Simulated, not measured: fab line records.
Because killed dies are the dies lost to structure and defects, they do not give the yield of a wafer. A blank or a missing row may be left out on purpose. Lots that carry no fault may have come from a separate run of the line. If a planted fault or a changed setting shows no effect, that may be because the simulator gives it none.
Matching of chambers ; flow nandHarc ; NHARC_A_STAIRCASE_DESCUM_291 on rieDiel-11 has 4 sister chambers
The step chemistry O2, time 3 s. 4 wafers are shown with their chamber, then 12 later ones without.

WAFERS WITH THEIR CHAMBER
wafer;chamber;drypumpMotorCurrentA (A)
L080.2;3;5.7
L086.1;0;5.5
L086.3;1;6.4
L086.6;2;5.5

WAFERS WITH NO CHAMBER GIVEN
wafer;drypumpMotorCurrentA (A)
L086.2;5.8
L086.4;5.5
L086.5;6.4
L090.3;5.5
L090.5;5.5
L090.6;6.4
L090.1;5.5
L090.2;5.8
L090.4;6.4
L093.1;5.5
L093.2;5.5
L093.3;5.7

WHICH CHAMBER EACH ONE RAN IN
wafer;from the rows above;in truth
L086.2;3;3
L086.4;can't be placed: 0 or 2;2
L086.5;1;1
L090.3;can't be placed: 0 or 2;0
L090.5;can't be placed: 0 or 2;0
L090.6;1;1
L090.1;can't be placed: 0 or 2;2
L090.2;3;3
L090.4;1;1
L093.1;can't be placed: 0 or 2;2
L093.2;can't be placed: 0 or 2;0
L093.3;3;3
Correct placement for 6 of the 12. From these rows, 6 cannot be placed; in 6 the true chamber is one of the candidates. Placed wrongly: 0.
How it was worked out, from the rows above alone: a wafer's distance from a chamber is the root of the sum, over the readings, of the square of ((its reading less the chamber's mean) divided by the reading's scatter). The wafer belongs to the nearest chamber; if the next one is less than 2 further off, it can't be placed. Each chamber's mean is taken over the wafers shown for it. The scatter (one wafer shown for each chamber): square how far every hidden wafer sits from the nearest shown wafer, average those squares and take the square root.
